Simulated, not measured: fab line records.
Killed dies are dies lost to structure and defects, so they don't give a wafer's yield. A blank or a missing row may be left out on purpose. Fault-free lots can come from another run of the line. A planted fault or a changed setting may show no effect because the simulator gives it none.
Matching of chambers | flow nand-harc | 3 sister chambers for NHARC_P_M0_PRE_CLEAN_31 on pecvd-03
The step time 12 s. 3 wafers are shown with their chamber, then 11 later ones without.

WAFERS, EACH WITH ITS CHAMBER
wafer  | chamber | heater-power-w (W)
L085.4 | 1       | 647
L086.3 | 0       | 716
L088.2 | 2       | 759

WAFERS MISSING THEIR CHAMBER
wafer  | heater-power-w (W)
L088.4 | 711
L088.5 | 742
L090.2 | 748
L090.5 | 740
L090.6 | 742
L091.1 | 621
L091.3 | 760
L091.6 | 740
L095.1 | 601
L095.3 | 738
L095.4 | 693

WHICH CHAMBER EACH WENT THROUGH
wafer  | from the rows above          | in truth
L088.4 | can't be placed: 0 or 2      | 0
L088.5 | can't be placed: 2 or 0      | 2
L090.2 | can't be placed: 2 or 0      | 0
L090.5 | can't be placed: 2 or 0      | 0
L090.6 | can't be placed: 2 or 0      | 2
L091.1 | 1                            | 1
L091.3 | can't be placed: 2 or 0      | 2
L091.6 | can't be placed: 2 or 0      | 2
L095.1 | 1                            | 1
L095.3 | can't be placed: 2 or 0      | 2
L095.4 | can't be placed: 0 or 1 or 2 | 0
Correct placement for 2 of the 11. Not placeable from these rows: 9 (in 9, the candidates include the true chamber). Placed wrongly: 0.
How it was worked out, from the rows above alone: a wafer's distance from a chamber is the root of the sum, over the readings, of the square of ((its reading less the chamber's mean) divided by the reading's scatter). The wafer belongs to the nearest chamber; if the next one is less than 2 further off, it can't be placed. A chamber's mean is the mean of its shown wafers. The scatter (one wafer shown for each chamber): square how far every hidden wafer sits from the nearest shown wafer, average those squares and take the square root.
